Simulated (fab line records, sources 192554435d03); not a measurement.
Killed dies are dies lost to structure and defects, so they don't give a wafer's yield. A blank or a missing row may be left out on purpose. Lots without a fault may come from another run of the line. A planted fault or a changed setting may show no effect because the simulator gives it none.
Which tool did it? | flow n5_finfet | 22 lots, 66 wafers sampled, at 2 steps of a route of 1938

WHAT THE GAUGES READ, wafer by wafer
N5_HKMG_FIN_CD_MEAS_49: target cd 202 nm. Usual: cd_nm 202.0 nm, standard deviation 0.61.
lot  | measured    | on        | cd_nm (nm)        | flag
L074 | day 3 22:16 | cd_sem-01 | 201.8 201.9 202.3 |
L075 | day 4 05:37 | cd_sem-03 | 203.3 201.8 202.3 |
L076 | day 4 09:38 | cd_sem-03 | 202.6 201.9 201.4 |
L077 | day 4 18:07 | cd_sem-02 | 200.9 201.1 201.9 |
L078 | day 4 21:37 | cd_sem-01 | 201.9 201.9 203.0 |
L079 | day 5 06:27 | cd_sem-02 | 201.2 201.9 201.6 |
L080 | day 5 14:57 | cd_sem-02 | 202.9 202.4 202.8 |
L081 | day 5 18:34 | cd_sem-02 | 201.2 201.9 202.3 |
L082 | day 6 08:01 | cd_sem-02 | 202.2 202.2 202.1 |
L083 | day 6 13:21 | cd_sem-01 | 202.5 202.5 202.3 |
L084 | day 6 17:40 | cd_sem-01 | 202.5 202.5 202.5 |
L086 | day 7 02:36 | cd_sem-03 | 201.9 202.0 202.9 |
L088 | day 7 09:49 | cd_sem-02 | 203.2 201.8 202.2 |
L087 | day 7 11:49 | cd_sem-02 | 201.7 201.1 202.1 |
L089 | day 7 18:31 | cd_sem-03 | 201.6 201.8 200.7 |
L090 | day 8 10:08 | cd_sem-03 | 201.6 200.7 201.7 |
L091 | day 8 11:39 | cd_sem-03 | 201.9 201.5 203.6 |
L092 | day 8 15:06 | cd_sem-03 | 202.0 201.1 201.4 |
L093 | day 9 03:10 | cd_sem-01 | 201.7 201.5 201.7 |
L095 | day 9 09:02 | cd_sem-02 | 202.4 201.9 201.8 |
L096 | day 9 13:03 | cd_sem-01 | 202.4 201.7 201.5 |
L097 | day 9 21:29 | cd_sem-03 | 201.7 202.0 202.2 |

WHICH TOOL RAN EACH LOT (tool, then ch and the chambers of the sampled wafers, then the start)
lot  | N5_DUMMY_REMOVAL_HM_STRIP_01
L074 | rie_diel-03 ch 1,2,3, day 3 20:53
L075 | rie_diel-03 ch 2,3, day 4 04:03
L076 | rie_diel-01 ch 0,1,2, day 4 08:12
L077 | rie_diel-03 ch 1,3, day 4 16:45
L078 | rie_diel-02 ch 1,3, day 4 19:57
L079 | rie_diel-03 ch 0,1,3, day 5 04:56
L080 | rie_diel-02 ch 1,2,3, day 5 13:35
L081 | rie_diel-02 ch 2,3, day 5 17:12
L082 | rie_diel-02 ch 0,1,2, day 6 06:38
L083 | rie_diel-02 ch 0,2,3, day 6 08:34
L084 | rie_diel-01 ch 0,2,3, day 6 16:09
L086 | rie_diel-01 ch 0,1,2, day 7 01:14
L088 | rie_diel-01 ch 0,1,2, day 7 08:15
L087 | rie_diel-01 ch 2,3, day 7 10:01
L089 | rie_diel-01 ch 0,3, day 7 16:56
L090 | rie_diel-03 ch 0,1,3, day 8 08:23
L091 | rie_diel-03 ch 0,3, day 8 10:08
L092 | rie_diel-03 ch 1,3, day 8 13:19
L093 | rie_diel-01 ch 0,1,2, day 9 01:38
L095 | rie_diel-03 ch 2,3, day 9 07:32
L096 | rie_diel-01 ch 2,3, day 9 11:29
L097 | rie_diel-03 ch 0,2,3, day 9 19:52
- N5_DUMMY_REMOVAL_HM_STRIP_01: strips SiNx in CH3F/O2, stops on poly-Si, target depth 4 nm, time 6.8 s.

WHAT THE TOOLS THEMSELVES READ (means of the sampled wafers that have a number; where no wafer has one, the mark that the record gives instead)
N5_DUMMY_REMOVAL_HM_STRIP_01. Usual: drypump_motor_current_A 5.6 A, standard deviation 0.43; oes_product_au 0.61 a.u., standard deviation 0.045; rf_vpp_V 127.3 V, standard deviation 1; showerhead_plenum_p_Torr 1.98 Torr, standard deviation 0.064; throttle_valve_pct 16.46 %, standard deviation 0.25.
lot  | tool        | drypump_motor_current_A (A) | oes_product_au (a.u.) | rf_vpp_V (V) | showerhead_plenum_p_Torr (Torr) | throttle_valve_pct (%) | flag
L074 | rie_diel-03 | 5.4                         | 0.60                  | 127.2        | 1.95                            | 16.62                  |
L075 | rie_diel-03 | 5.4                         | 0.62                  | 127.9        | 1.93                            | 16.52                  |
L076 | rie_diel-01 | 5.9                         | 0.63                  | 126.7        | 1.99                            | 16.17                  |
L077 | rie_diel-03 | 5.1                         | 0.59                  | 127.4        | 1.96                            | 16.65                  |
L078 | rie_diel-02 | 5.5                         | 0.66                  | 126.8        | 1.97                            | 16.44                  |
L079 | rie_diel-03 | 5.2                         | 0.60                  | 126.8        | 1.99                            | 16.59                  |
L080 | rie_diel-02 | 5.6                         | 0.65                  | 128.2        | 1.99                            | 16.39                  |
L081 | rie_diel-02 | 5.5                         | 0.66                  | 127.1        | 2.03                            | 16.24                  |
L082 | rie_diel-02 | 5.7                         | 0.61                  | 127.8        | 2.01                            | 16.50                  |
L083 | rie_diel-02 | 5.6                         | 0.61                  | 127.2        | 2.04                            | 16.35                  |
L084 | rie_diel-01 | 6.2                         | 0.61                  | 126.9        | 1.99                            | 16.32                  |
L086 | rie_diel-01 | 5.9                         | 0.62                  | 126.6        | 1.99                            | 16.20                  |
L088 | rie_diel-01 | 5.9                         | 0.62                  | 127.7        | 1.99                            | 16.20                  |
L087 | rie_diel-01 | 6.1                         | 0.59                  | 127.8        | 1.96                            | 16.56                  |
L089 | rie_diel-01 | 6.3                         | 0.60                  | 127.3        | 1.95                            | 16.34                  |
L090 | rie_diel-03 | 5.2                         | 0.59                  | 127.1        | 1.99                            | 16.62                  |
L091 | rie_diel-03 | 5.3                         | 0.61                  | 126.8        | 1.97                            | 16.51                  |
L092 | rie_diel-03 | 5.1                         | 0.57                  | 127.6        | 1.95                            | 16.69                  |
L093 | rie_diel-01 | 5.9                         | 0.61                  | 128.0        | 1.98                            | 16.21                  |
L095 | rie_diel-03 | 5.6                         | 0.74                  | 127.0        | 1.92                            | 16.31                  |
L096 | rie_diel-01 | 6.1                         | 0.59                  | 127.0        | 2.01                            | 16.33                  |
L097 | rie_diel-03 | 5.5                         | 0.67                  | 127.6        | 1.97                            | 16.46                  |

THE ANSWER, worked out from the rows above alone
Rule: a lot is off if the mean of its wafers that have a number lies more than 3 standard deviations from the usual mean. A lot without any number at a reading at which 4 lots or more have one is off too. The other lots that the step has rows for count as sound. The gauges are gone through in route order, then the tools' own readings, and for those a lot's mean is taken as printed above. The first step at which some lot is off is used, and at that step the reading that is off furthest; a lot without a number counts as furthest.
No lot is off at any reading shown: from this, nothing can be told.

WHAT THE SIMULATOR HAD PUT IN
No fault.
